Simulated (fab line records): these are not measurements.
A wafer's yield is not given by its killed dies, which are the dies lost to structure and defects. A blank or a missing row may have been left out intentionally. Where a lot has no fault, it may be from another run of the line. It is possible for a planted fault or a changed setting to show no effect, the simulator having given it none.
Matching of chambers + flow n5_finfet + N5_BEOL_M10_ILD_DEP_00 on pecvd-01: 3 sister chambers
The step deposits SiCOH lowk from DEMS/porogen, target thk 308.51 nm, time 58 s. 18 wafers are shown with their chamber, then 9 later ones without.

## WAFERS, EACH WITH ITS CHAMBER
| wafer  | chamber | throttle_valve_pct (%) | heater_power_w (W) | showerhead_plenum_p_Torr (Torr) |
|--------|---------|------------------------|--------------------|---------------------------------|
| L074.2 | 1       | 15.5                   | 284                | 5.736                           |
| L074.3 | 0       | 13.8                   | 384                | 5.748                           |
| L074.4 | 1       | 15.5                   | 289                | 5.725                           |
| L078.1 | 2       | 12.7                   | 223                | 5.728                           |
| L078.3 | 0       | 13.7                   | 383                | 5.742                           |
| L078.6 | 0       | 13.9                   | 391                | 5.748                           |
| L083.4 | 0       | 13.6                   | 380                | 5.740                           |
| L083.5 | 1       | 15.5                   | 283                | 5.732                           |
| L083.6 | 2       | 12.8                   | 261                | 5.742                           |
| L082.1 | 0       | 14.0                   | 382                | 5.747                           |
| L082.2 | 2       | 12.8                   | 274                | 5.739                           |
| L082.4 | 2       | 12.8                   | 204                | 5.741                           |
| L085.2 | 2       | 12.6                   | 272                | 5.739                           |
| L085.3 | 2       | 12.8                   | 212                | 5.741                           |
| L085.6 | 1       | 15.3                   | 283                | 5.722                           |
| L086.1 | 2       | 12.6                   | 261                | 5.746                           |
| L086.2 | 0       | 14.1                   | 398                | 5.739                           |
| L086.4 | 2       | 13.0                   | 258                | 5.741                           |

SIGNATURES (averages over the wafers above)
| reading                  | chamber 0 | chamber 1 | chamber 2 | scatter within a chamber |
|--------------------------|-----------|-----------|-----------|--------------------------|
| throttle_valve_pct       | 13.850    | 15.450    | 12.762    | 0.147                    |
| heater_power_w           | 386.33    | 284.75    | 245.62    | 19.6                     |
| showerhead_plenum_p_Torr | 5.74400   | 5.72875   | 5.73963   | 0.00514                  |
Rule: for each reading, subtract the chamber's mean from the wafer's reading, divide by that reading's scatter and square the result; add these up over the readings and take the root, which gives the wafer's distance from the chamber. The wafer belongs to the nearest chamber; if the next one is less than 2 further off, it can't be placed. The scatter: take each reading less its chamber's mean, square it, sum over the shown wafers, divide by the number of wafers less the number of chambers, and take the root.

## WAFERS WITHOUT THEIR CHAMBER
| wafer  | throttle_valve_pct (%) | heater_power_w (W) | showerhead_plenum_p_Torr (Torr) |
|--------|------------------------|--------------------|---------------------------------|
| L088.1 | 12.9                   | 266                | 5.736                           |
| L088.2 | 14.0                   | 389                | 5.742                           |
| L088.4 | 15.5                   | 296                | 5.722                           |
| L093.1 | 14.0                   | 327                | 5.723                           |
| L093.5 | 13.9                   | 353                | 5.747                           |
| L093.6 | 12.6                   | 229                | 5.749                           |
| L096.2 | 14.0                   | 393                | 5.744                           |
| L096.3 | 12.8                   | 216                | 5.744                           |
| L096.4 | 14.1                   | 393                | 5.740                           |

## THE CHAMBER EACH PASSED THROUGH
| wafer  | from the rows above | in truth |
|--------|---------------------|----------|
| L088.1 | 2                   | 2        |
| L088.2 | 0                   | 0        |
| L088.4 | 1                   | 1        |
| L093.1 | 0                   | 0        |
| L093.5 | 0                   | 0        |
| L093.6 | 2                   | 2        |
| L096.2 | 0                   | 0        |
| L096.3 | 2                   | 2        |
| L096.4 | 0                   | 0        |
Correctly placed: 9 of 9. Not placeable from these rows: 0. 0 placed wrongly.
